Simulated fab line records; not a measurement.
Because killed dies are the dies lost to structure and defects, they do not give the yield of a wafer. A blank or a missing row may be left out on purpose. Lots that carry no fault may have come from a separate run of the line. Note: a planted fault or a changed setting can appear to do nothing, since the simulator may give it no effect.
Matching of chambers    flow n5Finfet    N5_BEOL_M9_ETCH_65 on rieDiel-04: 4 sister chambers
The step etches SiARC in CF4, target depth 15.6 nm, time 26 s. 4 wafers are shown with their chamber, then 6 later ones without.

EACH WAFER AND ITS CHAMBER
wafer   chamber  drypumpMotorCurrentA (A)
L714.4  1        5.4
L716.5  3        5.7
L719.2  0        5.9
L719.3  2        6.4

WAFERS MISSING THEIR CHAMBER
wafer   drypumpMotorCurrentA (A)
L719.5  5.9
L720.5  6.4
L720.6  5.3
L732.1  5.9
L732.2  6.4
L732.3  5.3

THE CHAMBER EACH PASSED THROUGH
wafer   from the rows above  in truth
L719.5  0                    0
L720.5  2                    2
L720.6  1                    1
L732.1  0                    0
L732.2  2                    2
L732.3  1                    1
Correctly placed: 6 of 6. Left unplaced by these rows: 0. 0 placed wrongly.
How it was worked out, from the rows above alone: a wafer's distance from a chamber is the root of the sum, over the readings, of the square of ((its reading less the chamber's mean) divided by the reading's scatter). The wafer belongs to the nearest chamber; if the next one is less than 2 further off, it can't be placed. Each chamber's mean is taken over the wafers shown for it. The scatter: with one shown wafer a chamber, the root of the mean of the squares of how far each hidden wafer lies from its nearest shown one.
